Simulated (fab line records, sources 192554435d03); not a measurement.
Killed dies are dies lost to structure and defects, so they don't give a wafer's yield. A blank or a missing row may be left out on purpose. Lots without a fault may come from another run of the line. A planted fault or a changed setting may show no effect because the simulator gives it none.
A struck lot beside a sound one | flow n5_finfet | 15 steps out of a route of 1938
Sound: wafers L157.1, L157.2, L157.4. Struck: wafers L168.1, L168.5. The cause comes at the end.
At each step with rows: each side's tool, then ch and its chambers, then its first start. Under that, the readings that differ: sound wafers | struck wafers | difference of the means | sigmas: that difference in standard deviations of wafers without a fault.
alike: readings whose means differ by less than 2 such deviations, and words and numbers that are the same on both sides. not compared: withheld readings, readings that some wafer has no value for, bounds like >300 that may hide the same value, and numbers for which the record gives no deviation and whose values overlap.
The two part at a step that has a row with sigmas, a row that says differs or no value, or rows on one side only. Numbers that don't overlap but have no deviation are shown without sigmas and don't part them. A reading that every wafer of one side lacks parts them only if that side has two wafers or more.

N5_SDB_CD_MEAS_11: target cd 50 nm.
  sound on cd_sem-03 ch 0, day 6 11:53; struck on cd_sem-02 ch 0, day 9 05:38
  alike: cd_nm
N5_SDB_OVL_MEAS_12:
  sound on overlay-02 ch 0, day 6 11:55; struck on overlay-02 ch 0, day 9 05:40
  alike: SDB_OVL
N5_SDB_INSPECT_13: inspects for defects (brightfield).
  sound on defect_inspect-01, day 6 11:57; struck on defect_inspect-02, day 9 05:41
  alike: raw_defect_count
then, 1 step without rows for these wafers: N5_SDB_DESCUM_16 (chemistry O2, time 7.9 s).
N5_SDB_ETCH_17: etches SiARC in CF4, target depth 23.4 nm, time 39 s.
  sound on rie_diel-02 ch 0,1,2, day 6 12:19; struck on rie_diel-03 ch 0,2, day 9 05:53
  alike: drypump_motor_current_A, etch_rf_on_time_s, oes_product_au, rf_vpp_V, showerhead_plenum_p_Torr, throttle_valve_pct
  not compared: rf_hours_counter_h
N5_SDB_ETCH_18: etches SOC in N2/H2, target depth 100 nm, overetch 20 nm, time 150 s.
  sound on rie_diel-02 ch 0,1,2, day 6 12:20; struck on rie_diel-03 ch 0,2, day 9 05:55
  alike: drypump_motor_current_A, oes_product_au, rf_vpp_V, showerhead_plenum_p_Torr, throttle_valve_pct
  not compared: rf_hours_counter_h
then, 1 step without rows for these wafers: N5_SDB_STRIP_19 (strips in N2/H2).
N5_SDB_STRIP_21: strips in CF4.
  sound on rie_diel-02 ch 0,1,2, day 6 12:29; struck on rie_diel-03 ch 0,2, day 9 06:04
  alike: drypump_motor_current_A, oes_product_au, power_w, rf_vpp_V, showerhead_plenum_p_Torr, throttle_valve_pct
  not compared: rf_hours_counter_h
then, 1 step without rows for these wafers: N5_SDB_HM_OPEN_20 (chemistry CH3F/O2, target SiNx, stops on poly-Si, target depth 24 nm).
N5_SDB_STRIP_22: strips in N2/H2.
  sound on plasma_asher-02 ch 0,1, day 6 12:35; struck on plasma_asher-01 ch 0,1, day 9 06:10
  alike: drypump_motor_current_A, heater_power_w, oes_product_au, strip_time_to_endpoint_s
  not compared: rf_hours_counter_h
then, 2 steps without rows for these wafers: N5_SDB_PRECLEAN_23 (cleans in dHF, time 30 s); N5_SDB_DUMMY_REMOVE_24 (chemistry TMAH, target poly-Si, stops on SiO2, target depth 142 nm, time 57 s, rinse time 30 s).
N5_SDB_ETCH_25: etches SiO2 in C4F6/O2, target depth 10 nm, time 3.3 s.
  sound on rie_diel-02 ch 0,1,2, day 6 13:23; struck on rie_diel-04 ch 1,2, day 9 06:23
  reading                  | sound             | struck      | difference | sigmas
  model.etch.depth_nm (nm) | 10.31 9.886 9.921 | 13.99 13.97 | +3.94      |
  alike: drypump_motor_current_A, oes_o_777_au, oes_product_au, rf_vpp_V, showerhead_plenum_p_Torr, throttle_valve_pct
  not compared: rf_hours_counter_h
N5_SDB_CUT_ETCH_26: etches Si in HBr/Cl2/O2, target depth 129.6 nm, bt time 20 s, time 51.8 s.
  sound on rie_si-02 ch 1,2,3, day 6 13:29; struck on rie_si-02 ch 1,3, day 9 06:28
  alike: drypump_motor_current_A, oes_o_777_au, oes_product_au, throttle_valve_pct
  not compared: rf_hours_counter_h
-- the record jumps here: 4 days lie between the struck wafers' starts before and after (it left off in module SDB and takes up again in module BEOL_M4, whose first step shown is number 1111 of the route) --
N5_BEOL_M4_RC_MEAS_101:
  sound on prober-01 ch 0, day 11 03:37; struck on prober-02 ch 0, day 13 17:06
  alike: DIBL_N, DIBL_P, IOFF_N, IOFF_P, ION_N, ION_P, SS_N, SS_P, VT_N, VT_P

WHERE THEY PART
Nowhere in this record.

WHY: what the simulator had put in
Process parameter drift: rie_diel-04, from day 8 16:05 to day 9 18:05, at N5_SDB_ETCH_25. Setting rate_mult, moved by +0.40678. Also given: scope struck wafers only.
